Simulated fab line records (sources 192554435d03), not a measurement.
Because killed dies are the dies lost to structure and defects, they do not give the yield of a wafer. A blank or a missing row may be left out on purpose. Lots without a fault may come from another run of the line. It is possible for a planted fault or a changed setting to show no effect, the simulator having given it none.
Matching of chambers | flow n5-finfet | N5_FIN_SAQP_HM_OPEN_73 on rie-diel-01 has 4 sister chambers
The step chemistry CHF3/O2, target SiO2, stops on a-Si, target depth 12 nm, time 16.8 s. 4 wafers are shown with their chamber, then 7 later ones without.

WAFERS WITH THEIR CHAMBER
wafer  | chamber | showerhead-plenum-p-Torr (Torr)
L083.4 | 0       | 2.52
L084.4 | 1       | 2.36
L087.1 | 3       | 2.38
L087.2 | 2       | 2.31

WAFERS WITHOUT THEIR CHAMBER
wafer  | showerhead-plenum-p-Torr (Torr)
L087.5 | 2.38
L089.2 | 2.36
L089.3 | 2.31
L089.6 | 2.36
L091.1 | 2.31
L091.2 | 2.35
L091.6 | 2.37

WHICH CHAMBER EACH WENT THROUGH
wafer  | from the rows above     | in truth
L087.5 | 3                       | 3
L089.2 | 1                       | 1
L089.3 | 2                       | 2
L089.6 | 1                       | 1
L091.1 | 2                       | 2
L091.2 | 1                       | 1
L091.6 | can't be placed: 3 or 1 | 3
6 of 7 placed correctly. From these rows, 1 cannot be placed; in 1 the true chamber is one of the candidates. Number placed wrongly: 0.
How it was worked out, from the rows above alone: a wafer's distance from a chamber is the root of the sum, over the readings, of the square of ((its reading less the chamber's mean) divided by the reading's scatter). The wafer belongs to the nearest chamber; if the next one is less than 2 further off, it can't be placed. Each chamber's mean is taken over the wafers shown for it. The scatter: with one shown wafer a chamber, the root of the mean of the squares of how far each hidden wafer lies from its nearest shown one.
